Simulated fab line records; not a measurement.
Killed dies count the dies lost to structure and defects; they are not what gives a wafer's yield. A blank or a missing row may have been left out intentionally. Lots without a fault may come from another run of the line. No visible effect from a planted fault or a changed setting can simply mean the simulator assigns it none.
Chamber matching + flow nand-harc + NHARC_A_BONDPAD_ETCH_12 on rie-diel-03: 4 sister chambers
The step etches the open film in CHF3/O2, target depth 220 nm, time 110 s. 4 wafers are shown with their chamber, then 8 later ones without.

## WAFERS, EACH WITH ITS CHAMBER
| wafer  | chamber | drypump-motor-current-A (A) |
|--------|---------|-----------------------------|
| L437.4 | 0       | 5.5                         |
| L444.1 | 2       | 5.8                         |
| L444.6 | 3       | 5.1                         |
| L442.2 | 1       | 6.1                         |

## WAFERS WITH NO CHAMBER GIVEN
| wafer  | drypump-motor-current-A (A) |
|--------|-----------------------------|
| L442.5 | 5.5                         |
| L442.6 | 6.1                         |
| L443.2 | 5.1                         |
| L443.3 | 5.5                         |
| L443.4 | 6.1                         |
| L445.1 | 6.0                         |
| L445.3 | 5.9                         |
| L445.6 | 5.5                         |

## CHAMBER TAKEN BY EACH
| wafer  | from the rows above     | in truth |
|--------|-------------------------|----------|
| L442.5 | 0                       | 0        |
| L442.6 | 1                       | 1        |
| L443.2 | 3                       | 3        |
| L443.3 | 0                       | 0        |
| L443.4 | 1                       | 1        |
| L445.1 | 1                       | 1        |
| L445.3 | can't be placed: 2 or 1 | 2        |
| L445.6 | 0                       | 0        |
Correctly placed: 7 of 8. Unplaceable from these rows: 1, with the true chamber sitting among the candidates in 1. Placed wrongly: 0.
How it was worked out, from the rows above alone: a wafer's distance from a chamber is the root of the sum, over the readings, of the square of ((its reading less the chamber's mean) divided by the reading's scatter). The wafer belongs to the nearest chamber; if the next one is less than 2 further off, it can't be placed. The mean given for a chamber averages the wafers shown for that chamber. The scatter: root of mean squared gap, hidden wafer to nearest shown wafer, with one shown wafer a chamber.
